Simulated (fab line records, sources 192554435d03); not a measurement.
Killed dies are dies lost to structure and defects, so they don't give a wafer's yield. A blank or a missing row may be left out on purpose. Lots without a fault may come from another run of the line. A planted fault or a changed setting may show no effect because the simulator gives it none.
Chamber matching | flow n5_finfet | N5_FIN_SAQP_STRIP_70 on rie_diel-01: 4 sister chambers
The step strips in N2/H2. 4 wafers are shown with their chamber, then 7 later ones without.

WAFERS WITH THEIR CHAMBER
wafer  | chamber | showerhead_plenum_p_Torr (Torr)
L081.5 | 0       | 3.34
L082.3 | 2       | 3.25
L089.1 | 3       | 3.18
L089.2 | 1       | 3.50

WAFERS WITHOUT THEIR CHAMBER
wafer  | showerhead_plenum_p_Torr (Torr)
L089.5 | 3.50
L096.2 | 3.32
L096.3 | 3.23
L096.5 | 3.17
L097.3 | 3.32
L097.5 | 3.17
L097.6 | 3.23

WHICH CHAMBER EACH WENT THROUGH
wafer  | from the rows above     | in truth
L089.5 | 1                       | 1
L096.2 | 0                       | 0
L096.3 | can't be placed: 2 or 3 | 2
L096.5 | 3                       | 3
L097.3 | 0                       | 0
L097.5 | 3                       | 3
L097.6 | can't be placed: 2 or 3 | 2
Placed correctly: 5 of 7. Can't be placed from these rows: 2 (the true chamber is among the candidates in 2). Placed wrongly: 0.
How it was worked out, from the rows above alone: a wafer's distance from a chamber is the root of the sum, over the readings, of the square of ((its reading less the chamber's mean) divided by the reading's scatter). The wafer belongs to the nearest chamber; if the next one is less than 2 further off, it can't be placed. A chamber's mean is the mean of its shown wafers. The scatter: with one shown wafer a chamber, the root of the mean of the squares of how far each hidden wafer lies from its nearest shown one.
